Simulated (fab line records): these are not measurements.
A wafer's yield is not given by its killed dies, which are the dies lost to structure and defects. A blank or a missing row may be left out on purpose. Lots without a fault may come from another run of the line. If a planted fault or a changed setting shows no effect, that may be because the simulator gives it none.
The tool behind it: which one? | flow nand_harc | 15 lots, 42 wafers sampled, at 6 steps of a route of 1159

== WHAT THE GAUGES READ, wafer by wafer ==
NHARC_A_ONON_D1_THK_MEAS_08: measures by ellipsometry.
lot  | measured     | on            | thk_nm (nm)
L912 | day 7 18:41  | film_metro-02 | 1013 1014 1014
L911 | day 7 18:55  | film_metro-02 | 1010 1010 1008
L913 | day 8 07:20  | film_metro-02 | 1012 1014 1012
L914 | day 8 07:20  | film_metro-01 | 1004 1007 1006
L915 | day 8 07:22  | film_metro-02 | 1007 1011 1007
L916 | day 8 17:08  | film_metro-01 | 990 990 988
L924 | day 10 19:40 | film_metro-02 | 1011 1010
L923 | day 10 19:40 | film_metro-01 | 1008 1008
L926 | day 11 08:56 | film_metro-02 | 986 984
L928 | day 11 16:17 | film_metro-01 | 996 995 995
L927 | day 11 16:18 | film_metro-02 | 986 987 987
L931 | day 12 15:47 | film_metro-01 | 981 981 983
L933 | day 12 21:16 | film_metro-01 | 994 993 994
L932 | day 12 21:17 | film_metro-01 | 1011 1011 1009
L934 | day 13 09:44 | film_metro-01 | 986 986 986

NHARC_A_ONON_D1_THK_MEAS_27: measures by ellipsometry.
lot  | measured     | on            | thk_nm (nm)
L912 | day 8 04:29  | film_metro-01 | 1000 1000 1001
L911 | day 8 04:31  | film_metro-02 | 994 996 996
L913 | day 8 17:22  | film_metro-02 | 997 998 997
L914 | day 8 17:20  | film_metro-02 | 1009 1010 1011
L915 | day 8 17:29  | film_metro-01 | 989 993 992
L916 | day 9 03:05  | film_metro-01 | 1009 1004 1008
L924 | day 11 05:32 | film_metro-02 | 1473 1474
L923 | day 11 05:55 | film_metro-01 | 1463 1462
L926 | day 11 18:59 | film_metro-02 | 1010 1477
L928 | day 12 02:11 | film_metro-01 | 1005 1004 1003
L927 | day 12 02:11 | film_metro-02 | 1002 1003 1003
L931 | day 12 23:20 | film_metro-02 | 1000 1001 1001
L933 | day 13 08:20 | film_metro-02 | 1010 1013 1012
L932 | day 13 08:39 | film_metro-01 | 1004 1005 1005
L934 | day 13 19:41 | film_metro-02 | 1010 1011 1009

NHARC_END_SORT_01.
lot  | measured     | on        | killed_at_array | killed_at_other | killed_at_periphery | killed_dies | killed_open | killed_short
L912 | day 19 12:09 | prober-01 | 32 24 25        | 0 1 0           | 7 5 7               | 39 30 32    | 5 3 6       | 3 2 2
L924 | day 22 04:07 | prober-01 | 675 676         | 0 0             | 2 1                 | 677 677     | 4 5         | 3 4
L923 | day 22 04:11 | prober-02 | 669 675         | 0 0             | 8 2                 | 677 677     | 5 4         | 2 1
L926 | day 23 08:05 | prober-01 | 39 672          | 2 2             | 5 3                 | 46 677      | 3 3         | 3 3
L927 | day 23 16:44 | prober-02 | 16 17 11        | 0 0 0           | 1 2 0               | 17 19 11    | 1 1 3       | 3 4 0

== TOOL THAT RAN EACH LOT (tool first, then ch and the chambers of the sampled wafers, then the start) ==
lot  | NHARC_A_ONON_D1_DEP_25           | NHARC_A_ONON_D1_DEP_33          | NHARC_A_CHANNEL_HOLE_D1_DEP_01
L912 | pecvd_onon-04 ch 0, day 8 03:58  | pecvd-03 ch 1,2, day 8 05:07    | pecvd-04 ch 0,1, day 8 10:01
L911 | pecvd_onon-02 ch 0, day 8 03:59  | pecvd-02 ch 1,2, day 8 05:22    | pecvd-04 ch 0,1,2, day 8 11:53
L913 | pecvd_onon-02 ch 0, day 8 16:52  | pecvd-03 ch 0,2, day 8 18:03    | pecvd-04 ch 0,1, day 8 21:40
L914 | pecvd_onon-03 ch 0, day 8 16:49  | pecvd-04 ch 0,1,2, day 8 17:59  | pecvd-04 ch 0,2, day 8 21:29
L915 | pecvd_onon-04 ch 0, day 8 16:58  | pecvd-02 ch 0,1,2, day 8 18:07  | pecvd-01 ch 0,1,2, day 8 23:22
L916 | pecvd_onon-04 ch 0, day 9 02:38  | pecvd-02 ch 0,1,2, day 9 03:51  | pecvd-02 ch 0,1,2, day 9 06:20
L924 | pecvd_onon-02 ch 0, day 11 05:13 | pecvd-02 ch 0,1, day 11 06:19   | -
L923 | pecvd_onon-02 ch 0, day 11 05:35 | pecvd-02 ch 1,2, day 11 06:52   | -
L926 | pecvd_onon-02 ch 0, day 11 18:34 | pecvd-04 ch 1, day 11 19:42     | pecvd-04 ch 0, day 11 23:11
L928 | pecvd_onon-03 ch 0, day 12 01:40 | pecvd-04 ch 0,1,2, day 12 02:48 | pecvd-02 ch 0,1,2, day 12 05:16
L927 | pecvd_onon-04 ch 0, day 12 01:40 | pecvd-04 ch 0,2, day 12 03:07   | pecvd-04 ch 0,2, day 12 05:34
L931 | pecvd_onon-04 ch 0, day 12 22:56 | pecvd-02 ch 0,2, day 13 00:06   | pecvd-04 ch 0,2, day 13 04:02
L933 | pecvd_onon-03 ch 0, day 13 07:49 | pecvd-02 ch 0,2, day 13 09:29   | pecvd-02 ch 0,1,2, day 13 12:01
L932 | pecvd_onon-04 ch 0, day 13 08:08 | pecvd-04 ch 0,1,2, day 13 09:44 | pecvd-04 ch 0,1,2, day 13 13:53
L934 | pecvd_onon-03 ch 0, day 13 19:11 | pecvd-02 ch 0,2, day 13 20:19   | pecvd-02 ch 0,2, day 13 23:31
- NHARC_A_ONON_D1_DEP_25: target thk 1000 nm.
- NHARC_A_ONON_D1_DEP_33: deposits SiO2, target thk 200 nm.
- NHARC_A_CHANNEL_HOLE_D1_DEP_01: deposits SiON, target thk 140 nm.

== AS READ BY THE TOOLS THEMSELVES (means over the sampled wafers that have a number; for cases with no such wafer, the mark the record gives instead) ==
NHARC_A_ONON_D1_DEP_33.
lot  | tool     | heater_power_outer_w (W) | heater_power_w (W) | throttle_valve_pct (%)
L912 | pecvd-03 | 304                      | 570                | 16.1
L911 | pecvd-02 | 276                      | 479                | 15.8
L913 | pecvd-03 | 318                      | 591                | 16.1
L914 | pecvd-04 | 341                      | 600                | 16.2
L915 | pecvd-02 | 331                      | 587                | 15.9
L916 | pecvd-02 | 315                      | 572                | 16.0
L924 | pecvd-02 | 324                      | 614                | 16.4
L923 | pecvd-02 | 248                      | 462                | 15.8
L926 | pecvd-04 | 288                      | 570                | 15.6
L928 | pecvd-04 | 326                      | 547                | 15.6
L927 | pecvd-04 | 359                      | 576                | 15.4
L931 | pecvd-02 | 309                      | 513                | 15.7
L933 | pecvd-02 | 308                      | 508                | 15.8
L932 | pecvd-04 | 343                      | 583                | 15.7
L934 | pecvd-02 | 373                      | 612                | 16.0

NHARC_A_CHANNEL_HOLE_D1_DEP_01.
lot  | tool     | heater_power_outer_w (W) | heater_power_w (W)
L912 | pecvd-04 | 479                      | 798
L911 | pecvd-04 | 490                      | 786
L913 | pecvd-04 | 425                      | 738
L914 | pecvd-04 | 498                      | 749
L915 | pecvd-01 | 535                      | 862
L916 | pecvd-02 | 447                      | 733
L926 | pecvd-04 | 499                      | 766
L928 | pecvd-02 | 464                      | 770
L927 | pecvd-04 | 527                      | 794
L931 | pecvd-04 | 557                      | 832
L933 | pecvd-02 | 446                      | 733
L932 | pecvd-04 | 484                      | 762
L934 | pecvd-02 | 471                      | 772

== THE ANSWER, worked out from the rows above alone ==
Rule: usual is defined by the lots themselves. Put in order of their means at a reading, lots are off if they are a third of the lots or fewer, leave a main group of 4 or more, and stand apart from it by a gap of 3 or more times the standard deviation of the main group's means; of several such gaps the widest counts. A main group whose means are all the same, to the digits that the tables above print for the reading, isn't used. A lot without any number at a reading at which 4 lots or more have one is off too. Any other lot the step has rows for is counted as sound. First the gauges in route order, then the tools' own readings, where a lot's mean is used as printed above. At the first step where some lot is off, the reading lying furthest off is the one used; lots without a number count as furthest.
Off: L924, L923, L926 (NHARC_A_ONON_D1_THK_MEAS_27, thk_nm). Main group: mean 1003 nm, sd 6.
If a tool, at a process step before that reading, ran all the lots that are off and no sound lot after the first of them, it fits. The gauges at NHARC_A_ONON_D1_THK_MEAS_27 are tried like those tools. One fits: NHARC_A_ONON_D1_DEP_25 on pecvd_onon-02. A fault onset in the window from L913 (day 8 16:52, its last sound lot) to L924 (day 11 05:13, its first lot off) fits.

== WHAT WAS PUT IN BY THE SIMULATOR ==
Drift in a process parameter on pecvd_onon-02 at NHARC_A_ONON_D1_DEP_25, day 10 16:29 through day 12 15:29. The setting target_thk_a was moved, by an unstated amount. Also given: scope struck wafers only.
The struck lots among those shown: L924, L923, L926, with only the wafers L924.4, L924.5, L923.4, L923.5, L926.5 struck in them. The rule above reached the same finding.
